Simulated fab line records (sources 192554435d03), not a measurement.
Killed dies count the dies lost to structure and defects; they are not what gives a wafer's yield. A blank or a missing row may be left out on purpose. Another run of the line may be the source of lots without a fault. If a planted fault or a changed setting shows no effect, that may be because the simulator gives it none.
fab line records -- flow n5Finfet
record: lots: 4, wafers: 11, lastDay: 16
route steps=1938 shown MOL_CONTACT_COAG@523 BEOL_M4@1111
lots that met no fault: taken from a fault-free run of the same line
startH: hours from the record's opening day to when the first of the lot's shown wafers began -- waitH: hours elapsed since this lot's preceding step -- " the same as in the row above -- L1.1+2: several wafers, shown together as one row -- - either no value or no given start -- * or withheld: withheld -- < > ~ a bound
route shown NAME@n: names a module that has steps shown in the file, with the first one's number in the route -- usual: the fault-free wafers' mean and standard deviation -- same: alike in all rows -- chamber/n: place in a boat -- sites: per-site readings -- _std_site: standard deviation of those values -- _edge_site: mean of outer sites minus mean of inner sites -- radiusMm: how far each site lies from the wafer's centre -- mask NAME#n: copy n -- behind: the tool/chamber that last shaped the wafer -- hold: the reason the lot was held/the length of the hold in hours/how it ended -- device: the n, p or np transistor that did not switch -- end of line: the same wafers' tests at the end of the route -- a step given without rows: its recipe and nothing more -- killed: count of dies lost to structure and defects at first sort (not the wafer's yield) -- map: a wafer's dies, x killed, . not, _ none there
set.NAME: the run value of the setting; set.NAME@STEP: its run value at that earlier step -- model.NAME: the simulator's own value behind a step, which no gauge read
lots at some steps of the route; a table a step, a row a wafer
services: when a tool's chamber went out of use (startH, in hours from the record's first day, below 0 if earlier), for how many hours, and the reason
== steps ==
step: N5_MOL_CONTACT_COAG_EXPOSE_05
recipe: maskId: CA, na: 0.33, sourceShape: annular, sigmaInner: 0.4, sigmaOuter: 0.8, polarization: unpolarized, defocusNm: 0, doseMj: 38.25
step: N5_MOL_CONTACT_COAG_PEB_06
recipe: pebTempC: 100, pebTimeS: 60, resist: CAR-EUV
step: N5_MOL_CONTACT_COAG_DEVELOP_07
recipe: developTimeS: 30, developer: TMAH, resist: CAR-EUV, rinseLiquid: surfactantRinse, dry: airSpin, devTempC: 23
step: N5_MOL_CONTACT_COAG_DESCUM_13
recipe: chemistry: O2, timeS: 7, sourcePowerW: 50, biasPowerW: 20, pressureMtorr: 20, rfFrequencyHz: 2.712e+07, tempC: 40, resist: CAR-EUV, o2FlowSccm: 225
step: N5_MOL_CONTACT_COAG_ETCH_59
recipe: chemistry: N2/H2, target: underlayer, targetDepthA: 130, maskMaterial: CAR-EUV, timeS: 10.4, ionEnergyEv: 200, pressureMtorr: 30, sourceW: 840, biasW: 150, n2FlowSccm: 200, h2FlowSccm: 200, ends: cleared
step: N5_MOL_CONTACT_COAG_ETCH_105
recipe: chemistry: CF4, target: SiARC, targetDepthA: 156, maskMaterial: CAR-EUV, timeS: 26, ionEnergyEv: 80, pressureMtorr: 40, sourceW: 545, biasW: 36, Ar_flow_sccm: 100, cf4FlowSccm: 100, ends: cleared
step: N5_MOL_CONTACT_COAG_ETCH_106
recipe: chemistry: N2/H2, target: SOC, targetDepthA: 800, overetchA: 160, maskMaterial: SiARC, tempC: 40, timeS: 120, ionEnergyEv: 200, pressureMtorr: 30, sourceW: 840, biasW: 150, n2FlowSccm: 200, h2FlowSccm: 200
step: N5_MOL_CONTACT_COAG_STRIP_107
recipe: chemistry: N2/H2, tempC: 40, n2FlowSccm: 200, h2FlowSccm: 200, rfFrequencyHz: 6e+07
step: N5_MOL_CONTACT_COAG_STRIP_108
recipe: chemistry: N2/H2, tempC: 40, n2FlowSccm: 200, h2FlowSccm: 200, rfFrequencyHz: 6e+07
step: N5_MOL_CONTACT_COAG_CONTACT_ETCH_14
recipe: chemistry: C4F6/O2, target: SiO2, targetDepthA: 275, overetchA: 85, maskMaterial: SOC, pressureMtorr: 30, sourceW: 370, biasW: 185, Ar_flow_sccm: 300, C4F6_flow_sccm: 16, O2_flow_sccm: 10, timeS: 20, ionEnergyEv: 259.6
usual: drypumpMotorCurrentA: 5.7/0.44, mfcArSccm: 300.0/0.96, oesProductAu: 0.63/0.047, rfVppV: 692/4, runLengthS: 43.3/0.5, showerheadPlenumPTorr: 2.87/0.11, throttleValvePct: 21.34/0.16
lot.wafer,tool,chamber,startH,waitH,drypumpMotorCurrentA,mfcArSccm,oesProductAu,rfHoursCounterH,rfVppV,runLengthS,showerheadPlenumPTorr,throttleValvePct,model.SOC_of_MOL_CONTACT_COAG_COAT_103.thkNm
L901.2,rieDiel-01,1,100.98,0.0,6.1,301.2,0.63,165,692,43.7,2.86,21.41,78.8
L901.3,rieDiel-01,0,100.98,0.0,5.4,298.5,0.71,51,694,43.5,2.92,21.02,79
L901.6,rieDiel-01,2,100.98,0.0,6.4,298.5,0.60,-,695,42.8,2.96,21.17,79
L903.3,rieDiel-01,3,115.73,0.0,5.3,301.2,0.72,195,693,40.1,2.87,21.30,78.8
L903.5,rieDiel-01,1,115.73,0.0,6.1,302.3,0.63,-,691,43.9,2.86,21.40,78.6
L903.6,rieDiel-01,2,115.73,0.0,6.4,299.5,0.70,-,695,39.4,2.96,21.23,78.8
L912.3,rieDiel-01,0,161.49,0.0,5.5,300.1,0.79,74,693,40.3,2.91,21.10,79
L912.6,rieDiel-01,2,161.49,0.0,6.4,298.7,0.68,-,696,39.2,2.95,21.25,79
L914.2,rieDiel-06,0,171.15,0.0,6.0,299.9,0.66,141,694,42.2,2.99,21.25,79
L914.3,rieDiel-06,3,171.15,0.0,5.7,298.4,0.67,126,696,43.7,3.01,21.33,79
L914.4,rieDiel-06,1,171.15,0.0,5.8,300.8,0.61,237,692,44.1,2.86,21.65,79
step: N5_MOL_CONTACT_COAG_STRIP_109
recipe: chemistry: C4F6/O2, resist: SiARC, rfFrequencyHz: 6e+07
step: N5_MOL_CONTACT_COAG_ETCH_15
recipe: chemistry: CH3F/O2, target: SiNx, targetDepthA: 70, maskMaterial: SOC, stopOn: Si:P, overEtchFrac: 0.75, ionEnergyEv: 120, pressureMtorr: 30, sourceW: 395, biasW: 73, Ar_flow_sccm: 150, CH3F_flow_sccm: 30, O2_flow_sccm: 20
step: N5_MOL_CONTACT_COAG_ETCH_110
recipe: chemistry: CF4/O2, target: Si, targetDepthA: 25, timeS: 8, pressureMtorr: 100, sourceW: 200, biasW: 12, ionEnergyEv: 60, Ar_flow_sccm: 100, cf4FlowSccm: 100, O2_flow_sccm: 10
step: N5_MOL_CONTACT_COAG_STRIP_98
recipe: chemistry: N2/H2, powerW: 500, tempC: 40, pressureMtorr: 50, rfFrequencyHz: 6e+07, overashFraction: 0.3, biasPowerW: 8, h2Frac: 0.5, n2FlowSccm: 300, h2FlowSccm: 300
step: N5_MOL_CONTACT_COAG_IMPLANT_129
recipe: species: Ge, energyKev: 3, doseCm2: 6e+14, tiltDeg: 0, rotationDeg: 0
step: N5_MOL_CONTACT_COAG_PRECLEAN_111
recipe: chemistry: NF3:NH3, afsCycles: 1, tempC: 30, timeS: 20, sublimationTempC: 180, sublimationTimeS: 60, pressureTorr: 3, rfPowerW: 30
step: N5_MOL_CONTACT_COAG_TI_SIL_19
recipe: material: Ti, targetThkA: 42, tempC: 200, chamberPressurePa: 5, powerW: 5000, timeS: 15
step: N5_MOL_CONTACT_COAG_ALD_20
recipe: material: TiN, targetThkA: 15, tempC: 400, aldPrecursorFamily: TiCl4, aldCoReactant: NH3, pulseTimeS: 1, purgeTimeS: 3, coReactantPurgeTimeS: 2, coReactantPulseTimeS: 2, aldCycles: 68, pressureTorr: 3
step: N5_MOL_CONTACT_COAG_SIL_ANNEAL_21
recipe: tempC: 550, timeS: 60, ambient: N2
step: N5_MOL_CONTACT_COAG_PRE_CLEAN_141
recipe: gas: H2/He, timeS: 60, tempC: 300
step: N5_MOL_CONTACT_COAG_SPUTTER_143
recipe: material: Co, targetThkA: 25, tempC: 25, chamberPressurePa: 0.2
step: N5_MOL_CONTACT_COAG_CO_FILL_22
recipe: material: Co, targetThkA: 200, tempC: 200, precursor: CCTBA/H2, pressureTorr: 30
step: N5_MOL_CONTACT_COAG_ANNEAL_113
recipe: tempC: 400, timeS: 300, ambient: H2/N2
step: N5_MOL_CONTACT_COAG_PRE_CLEAN_142
recipe: gas: H2/He, timeS: 60, tempC: 300
step: N5_MOL_CONTACT_COAG_SPUTTER_130
recipe: material: Co, targetThkA: 475, tempC: 25, chamberPressurePa: 0.5, powerW: 3000
step: N5_MOL_CONTACT_COAG_PRECLEAN_125
recipe: chemistry: DIW, timeS: 57.5, tempC: 23
step: N5_MOL_CONTACT_COAG_SRD_126
recipe: dryTimeS: 32, dry: n2Spin, spinRpm: 1500
step: N5_MOL_CONTACT_COAG_CMP_23
recipe: stopOn: SiO2, tOverpolishS: 1.5, postCmpClean: cuAlkaline, downForcePsi: 2, platenRpm: 50.289, padVelocityMS: 1.0006, targetThkNm: 0
step: N5_MOL_CONTACT_COAG_WET_ETCH_26
recipe: target: Co, targetDepthNm: 13
step: N5_MOL_CONTACT_COAG_WET_ETCH_116
recipe: chemistry: SC1-inhibited, targetDepthNm: 4.6, dry: ipaMarangoni, rinseTimeS: 30, rinseTempC: 23
step: N5_MOL_CONTACT_COAG_ALD_27
recipe: material: SiOC, targetThkA: 170, tempC: 400, aldPrecursorFamily: carbosiloxane, aldCoReactant: H2-plasma, pulseTimeS: 1.5, timeS: 2720, purgeTimeS: 2, coReactantPurgeTimeS: 2, aldCycles: 340, pressureTorr: 2
step: N5_MOL_CONTACT_COAG_CMP_28
recipe: stopOn: SiNx, tOverpolishS: 0.85, postCmpClean: alkalineBrush, downForcePsi: 4.15, platenRpm: 51.8, padVelocityMS: 1.0307, targetThkNm: 14.522
step: N5_MOL_CONTACT_COAG_ALD_123
recipe: material: SiNx, targetThkA: 50, tempC: 400, aldPrecursorFamily: SiH2I2, aldCoReactant: N2/H2-plasma, pulseTimeS: 1, purgeTimeS: 2, coReactantPurgeTimeS: 2, aldCycles: 100, pressureTorr: 2
step: N5_MOL_CONTACT_COAG_PECVD_31
recipe: material: SiO2, targetThkA: 460, tempC: 400, precursor: TEOS/O2, pressureTorr: 6.5, rfW: withheld, teosFlowSccm: withheld, gas: O2, flowSccm: 2650, timeS: 8.9
step: N5_MOL_CONTACT_COAG_COAT_75
recipe: resist: SOC, tempC: 250, timeS: 60, spinRpm: 1500, resistThkNm: 60
step: N5_BEOL_M4_RC_MEAS_101
usual: DIBL_N: 35.9/1.4, DIBL_P: 35.9/1.7, IOFF_N: 0.160/0.026, IOFF_P: 0.21/0.036, ION_N: 672/11, ION_P: 461/8.1, RC_DENSE_N: 19.1/0.51, RC_DENSE_P: 23.9/0.64, RC_N: 15.6/0.41, RC_P: 19.5/0.51, SS_N: 71.4/0.54, SS_P: 73.2/0.67, VT_N: 249.3/2.7, VT_P: -250/3.9
lot.wafer,tool,chamber,startH,waitH,DIBL_N[mV/V],DIBL_P[mV/V],IOFF_N[nA/um],IOFF_P[nA/um],ION_N[uA/um],ION_P[uA/um],RC_DENSE_N[ohm.um],RC_DENSE_P[ohm.um],RC_N[ohm.um],RC_P[ohm.um],SS_N[mV/dec],SS_P[mV/dec],VT_N[mV],VT_P[mV]
L901.2,prober-01,0,173.06,0.2,33.3,32.8,0.111,0.18,655,460,19.1,23.6,15.4,19.3,70.6,72.5,255.3,-251
L901.3,prober-01,0,173.06,0.2,36.3,35.6,0.164,0.21,663,455,19.2,24.1,15.7,19.7,71.6,73.4,250.1,-249
L901.6,prober-01,0,173.06,0.2,37.9,37.8,0.186,0.25,670,467,19.3,24.4,15.8,19.7,72.3,74.5,246.5,-247
L903.3,prober-02,0,197.11,0.3,36.4,35.4,0.161,0.20,656,450,24.3,31.1,19.8,25.2,71.0,73.6,249.6,-252
L903.5,prober-02,0,197.11,0.3,35.9,35.5,0.162,0.21,674,462,18.5,23.4,15.1,19.2,71.0,72.9,250.4,-249
L903.6,prober-02,0,197.11,0.3,38.1,37.9,0.191,0.25,669,462,20.3,25.7,16.5,20.8,72.0,74.1,246.7,-246
L912.3,prober-02,0,250.35,0.3,38.5,39.2,0.206,0.25,689,468,25.4,31.7,20.7,25.8,72.6,73.8,246.2,-249
L912.6,prober-02,0,250.35,0.3,36.9,37.0,0.165,0.21,681,465,21.4,27.0,17.5,21.9,71.8,72.7,248.2,-251
L914.2,prober-01,0,254.57,0.2,38.7,38.9,0.234,0.30,702,480,18.3,22.7,14.9,18.6,72.1,74.8,240.6,-243
L914.3,prober-01,0,254.57,0.2,35.7,34.8,0.174,0.23,687,466,18.8,23.2,15.3,19.0,72.4,73.2,246.4,-248
L914.4,prober-01,0,254.57,0.2,36.8,36.1,0.193,0.24,682,464,18.6,23.1,15.1,18.8,71.8,74.2,244.8,-246
== services ==
tool,chamber,startH,hours,kind
rieDiel-06,2,130.51,8.3,repair
rieDiel-06,3,159.99,6.8,repair
== key ==
firstSign: step: N5_MOL_CONTACT_COAG_CONTACT_ETCH_14, reading: runLengthS, direction: down, sigmas: 7.2, usual: *, struck: *
effect: step: N5_MOL_CONTACT_COAG_CONTACT_ETCH_14, reading: oesProductAu, direction: up, sigmas: 1.9, usual: 0.63, struck: 0.72
effect: step: N5_BEOL_M4_RC_MEAS_101, reading: RC_DENSE_P, direction: up, sigmas: 7.8, usual: 23.9, struck: 28.9
effect: step: N5_BEOL_M4_RC_MEAS_101, reading: RC_P, direction: up, sigmas: 7.8, usual: 19.5, struck: 23.4
effect: step: N5_BEOL_M4_RC_MEAS_101, reading: RC_N, direction: up, sigmas: 7.6, usual: 15.6, struck: 18.6
effect: step: N5_BEOL_M4_RC_MEAS_101, reading: RC_DENSE_N, direction: up, sigmas: 7.4, usual: 19.1, struck: 22.8
modelEffect: step: N5_MOL_CONTACT_COAG_CONTACT_ETCH_14, value: SOC_of_MOL_CONTACT_COAG_COAT_103.thkNm, without: 78.6, struck: 78.9
metAt N5_MOL_CONTACT_COAG_CONTACT_ETCH_14
struckWafers L903.3,L903.6,L912.3,L912.6
onsetBetween 100.98 115.73
fault: kind: processParameterDrift, tool: rieDiel-01, chamber: -, onsetH: 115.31, steps: N5_MOL_CONTACT_COAG_CONTACT_ETCH_14, channel: timeS, offset: *, shape: step, endH: 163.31, scope: struckWafersOnly, actsIn: *, stated: *
